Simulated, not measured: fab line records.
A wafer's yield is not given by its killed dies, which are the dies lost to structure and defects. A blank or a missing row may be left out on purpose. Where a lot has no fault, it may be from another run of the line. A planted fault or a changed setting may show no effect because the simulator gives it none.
Problem report in the 8D (eight disciplines) form, filled by code    flow nandHarc    the parts of the form that need people (team, actions taken, sign-off) are left out

## 1. WHAT WENT WRONG
Wafers without a fault read 448.3 W, standard deviation 1.4; rfFwdPowerW at NHARC_A_SGD_CUT_DEP_00 reads a mean of 376.2 W on 3 wafers belonging to 2 lots. That is -51 standard deviations from the usual mean.
The step: deposits SiNx, target thk 50 nm.
The first sign was on wafer L822.2 at day 24 14:41, on pecvd-03. At this step, 36 wafers from 12 lots have a number in the record. Rule for "out", or "out of limits": more than 4 standard deviations from the usual mean. The rest of the wafers with a number are treated as sound.

## 2. WHAT IT IS AND WHAT IT IS NOT
question                     is                      is not
which readings at this step  rfFwdPowerW             heaterPowerW
which lots                   L822, L823              L810, L812, L815, L816, L817, L826, L827, L828, L829, L831
which wafers of those lots   L822.2, L822.6, L823.2  L822.4, L823.3, L823.4
read on which tools          pecvd-03                pecvd-01, pecvd-02
when                         from day 24 14:41       up to then (16 sound wafers); but 17 sound wafers of L823, L826, L827, L828, L829, L831 came after

## 3. SUSPECTS, AND WHAT RULES EACH OUT
Counting: if a tool at a process step up to the reading ran every lot that is out, it stays a suspect. Sound lots after the first of them don't rule it out here, since some wafers of a struck lot are sound.
- rieDiel-02 at NHARC_A_STAIRCASE_STRIP_475 (strips in O2, time 20 s): kept. It processed each lot that is out (first: L822, day 24 14:16); up to then, its last sound lot is L816 (day 22 04:17). NHARC_A_STAIRCASE_STRIP_475: start missing for some lots; hours and lot order therefore follow NHARC_A_STAIRCASE_CMP_472.
- pecvd-03 at NHARC_A_SGD_CUT_DEP_00 (deposits SiNx, target thk 50 nm): kept. It processed each lot that is out (first: L822, day 24 14:41); up to then, its last sound lot is L816 (day 22 04:44). Its own rfFwdPowerW readings are out on those wafers.
- In pecvd-03 at NHARC_A_SGD_CUT_DEP_00, the wafers that are out were processed in chamber 0 and their sound lot-mates in chambers 1, 2.
Remaining after the count are rieDiel-02 at NHARC_A_STAIRCASE_STRIP_475 and pecvd-03 at NHARC_A_SGD_CUT_DEP_00.

## 4. THE CAUSE (what the simulator had put in)
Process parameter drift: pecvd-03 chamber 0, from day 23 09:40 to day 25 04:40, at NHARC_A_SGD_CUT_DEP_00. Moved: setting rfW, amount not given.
Of the 2 suspects that counting leaves, this tool is one.

## 5. THE CHAIN OF EFFECTS, in route order
Each row: a reading whose mean over the struck wafers that have a number lies more than 3 standard deviations from the usual. Only readings for which the record gives a usual standard deviation are gone through. hours: the time from each lot's start at the first step in this table that gives one to its start at this step, as a median over the lots. sigmas: the change in usual standard deviations.
hours  step                    reading      usual    on struck wafers  change  sigmas
0      NHARC_A_SGD_CUT_DEP_00  rfFwdPowerW  448.3 W  376.2             -72.1   -51
Its process steps:
- NHARC_A_SGD_CUT_DEP_00: deposits SiNx, target thk 50 nm.
Later measuring or inspecting steps at which every struck wafer that the step has a row for has a number for every such reading, and none has moved that far: NHARC_END_SORT_01.

## 6. WHAT WOULD HAVE CAUGHT IT SOONER
First out-of-limits reading in this record: day 24 14:41, which is 29 hours after fault onset at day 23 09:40.
